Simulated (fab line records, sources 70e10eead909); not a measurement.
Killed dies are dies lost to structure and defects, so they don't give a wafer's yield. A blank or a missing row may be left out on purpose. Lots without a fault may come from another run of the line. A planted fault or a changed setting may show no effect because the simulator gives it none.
A struck lot beside a sound one | flow nand_harc | 20 steps out of a route of 1302
Sound: wafers L805.1, L805.4, L805.6. Struck: wafers L818.1, L818.2, L818.5. The cause comes at the end.
At each step with rows: each side's tool, then ch and its chambers, then its first start. Under that, the readings that differ: sound wafers | struck wafers | difference of the means | sigmas: that difference in standard deviations of wafers without a fault.
alike: readings whose means differ by less than 2 such deviations, and words and numbers that are the same on both sides. not compared: withheld readings, readings that some wafer has no value for, bounds like >300 that may hide the same value, and numbers for which the record gives no deviation and whose values overlap.
The two part at a step that has a row with sigmas, a row that says differs or no value, or rows on one side only. Numbers that don't overlap but have no deviation are shown without sigmas and don't part them. A reading that every wafer of one side lacks parts them only if that side has two wafers or more.

NHARC_P_ZERO_WELL_CD_MEAS_11: target cd 500 nm.
  sound on cd_sem-01 ch 0, day 1 21:14; struck on cd_sem-02 ch 0, day 7 07:07
  alike: cd_nm
then, 1 step without rows for these wafers: NHARC_P_ZERO_WELL_HARDBAKE_12 (time 65 s).
NHARC_P_ZERO_WELL_DESCUM_13: chemistry O2, time 3 s.
  sound on rie_diel-07 ch 0,1,3, day 1 21:25; struck on rie_diel-11 ch 2,3, day 7 07:16
  alike: drypump_motor_current_A, oes_product_au, rf_vpp_V, showerhead_plenum_p_Torr, throttle_valve_pct
  not compared: rf_hours_counter_h
NHARC_P_ZERO_WELL_ETCH_65: etches the open film in N2/H2, target depth 80 nm, overetch 24 nm, time 87.88 s.
  sound on rie_diel-07 ch 1,2, day 1 21:29; struck on rie_diel-11 ch 0,1, day 7 07:21
  alike: drypump_motor_current_A, oes_product_au, rf_vpp_V, showerhead_plenum_p_Torr, throttle_valve_pct
  not compared: rf_hours_counter_h
NHARC_P_ZERO_WELL_ETCH_62: etches the open film in CHF3/Ar, target depth 13 nm, time 6.5 s.
  sound on rie_diel-07 ch 0,1,2; struck on rie_diel-11 ch 0,1,3
  reading               | sound             | struck            | difference | sigmas
  oes_product_au (a.u.) | 0.967 0.926 0.937 | 0.985 0.985 0.987 | +0.042     | +3
  alike: drypump_motor_current_A, rf_vpp_V, showerhead_plenum_p_Torr, throttle_valve_pct
  not compared: rf_hours_counter_h
NHARC_P_ZERO_WELL_ETCH_63: etches the open film in HBr/Cl2, target depth 120 nm, time 40.1 s.
  sound on rie_si-02 ch 1,2, day 1 21:41; struck on rie_si-02 ch 1,2,3, day 7 07:32
  alike: drypump_motor_current_A, oes_product_au, throttle_valve_pct
  not compared: rf_hours_counter_h
then, 6 steps without rows for these wafers: NHARC_P_ZERO_WELL_STRIP_15 (strips in SPM, time 900 s); NHARC_P_ZERO_WELL_DEHYDRATE_16 (time 120 s); NHARC_P_ZERO_WELL_HMDS_17 (time 30 s); NHARC_P_ZERO_WELL_COAT_18; NHARC_P_ZERO_WELL_SOFTBAKE_19 (time 95 s); NHARC_P_ZERO_WELL_EBR_20.
NHARC_P_ZERO_WELL_EXPOSE_21: exposes mask P NWELL, target cd 720 nm.
  sound on krf_scanner-02 ch 0, day 1 22:29; struck on krf_scanner-03 ch 0, day 7 08:19
  reading              | sound                | struck               | difference | sigmas
  exposure_dose_mJ_cm2 | 22.289 22.300 22.302 | 28.441 28.425 28.409 | +6.128     | +99 or more
  alike: mask
then, 2 steps without rows for these wafers: NHARC_P_ZERO_WELL_PEB_22 (peb time 85 s); NHARC_P_ZERO_WELL_DEVELOP_23 (time 70 s).
NHARC_P_ZERO_WELL_CD_MEAS_24: target cd 720 nm.
  sound on cd_sem-01 ch 0, day 1 22:38; struck on cd_sem-02 ch 0, day 7 08:28
  reading    | sound             | struck            | difference | sigmas
  cd_nm (nm) | 717.9 717.3 718.4 | 764.7 759.5 758.5 | +43.0      | +22
then, 1 step without rows for these wafers: NHARC_P_ZERO_WELL_HARDBAKE_25 (time 80 s).
NHARC_P_ZERO_WELL_DESCUM_26: chemistry O2, time 3 s.
  sound on rie_diel-07 ch 1,2, day 1 22:48; struck on rie_diel-07 ch 2,3, day 7 08:38
  reading                      | sound             | struck          | difference | sigmas
  model.P_ZERO_WELL.cd_nm (nm) | 717.8 717.3 718.2 | 765 759.8 758.6 | +43        |
  alike: drypump_motor_current_A, oes_product_au, rf_vpp_V, showerhead_plenum_p_Torr, throttle_valve_pct
  not compared: rf_hours_counter_h
then, 2 steps without rows for these wafers: NHARC_P_ZERO_WELL_IMPLANT_27; NHARC_END_SORT_01.

WHERE THEY PART
First at NHARC_P_ZERO_WELL_ETCH_62; last, within this record, at NHARC_P_ZERO_WELL_CD_MEAS_24. Later steps at which nothing parts them and some readings are alike: NHARC_P_ZERO_WELL_DESCUM_26.

WHY: what the simulator had put in
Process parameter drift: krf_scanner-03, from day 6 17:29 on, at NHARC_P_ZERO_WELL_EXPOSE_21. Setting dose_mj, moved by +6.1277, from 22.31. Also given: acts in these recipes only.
